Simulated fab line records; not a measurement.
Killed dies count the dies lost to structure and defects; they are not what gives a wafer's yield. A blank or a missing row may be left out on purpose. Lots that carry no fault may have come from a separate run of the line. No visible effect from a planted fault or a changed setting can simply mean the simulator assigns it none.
Chamber matching | flow n5 finfet | cvd co-01 running N5_BEOL_M0_CO_CAP_123: 3 sister chambers
The step material Co, precursor CCTBA/H2, target thk 2 nm, time 102.1 s. 3 wafers are shown with their chamber, then 11 later ones without.

## WAFERS WITH THEIR CHAMBER
wafer  | chamber | heater power w (W)
L093.3 | 1       | 232
L093.6 | 2       | 223
L094.1 | 0       | 248

## WAFERS WITH NO CHAMBER GIVEN
wafer  | heater power w (W)
L094.2 | 239
L094.4 | 243
L095.4 | 254
L095.5 | 237
L095.6 | 223
L096.1 | 253
L096.3 | 228
L096.5 | 239
L097.2 | 226
L097.3 | 236
L097.6 | 225

## EACH ONE'S CHAMBER
wafer  | from the rows above          | in truth
L094.2 | can't be placed: 1 or 0 or 2 | 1
L094.4 | can't be placed: 0 or 1      | 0
L095.4 | 0                            | 0
L095.5 | can't be placed: 1 or 0 or 2 | 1
L095.6 | can't be placed: 2 or 1      | 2
L096.1 | 0                            | 0
L096.3 | can't be placed: 1 or 2      | 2
L096.5 | can't be placed: 1 or 0 or 2 | 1
L097.2 | can't be placed: 2 or 1      | 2
L097.3 | can't be placed: 1 or 0 or 2 | 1
L097.6 | can't be placed: 2 or 1      | 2
Correct placement for 2 of the 11. Cannot be placed on the basis of these rows: 9; the candidates contain the true chamber in 9. Placed wrongly: 0.
How it was worked out, from the rows above alone: a wafer's distance from a chamber is the root of the sum, over the readings, of the square of ((its reading less the chamber's mean) divided by the reading's scatter). If the next closest chamber is less than 2 further off than the closest, the wafer can't be placed; otherwise it belongs to the closest. A chamber's mean is the mean of its shown wafers. The scatter: with one shown wafer a chamber, the root of the mean of the squares of how far each hidden wafer lies from its nearest shown one.
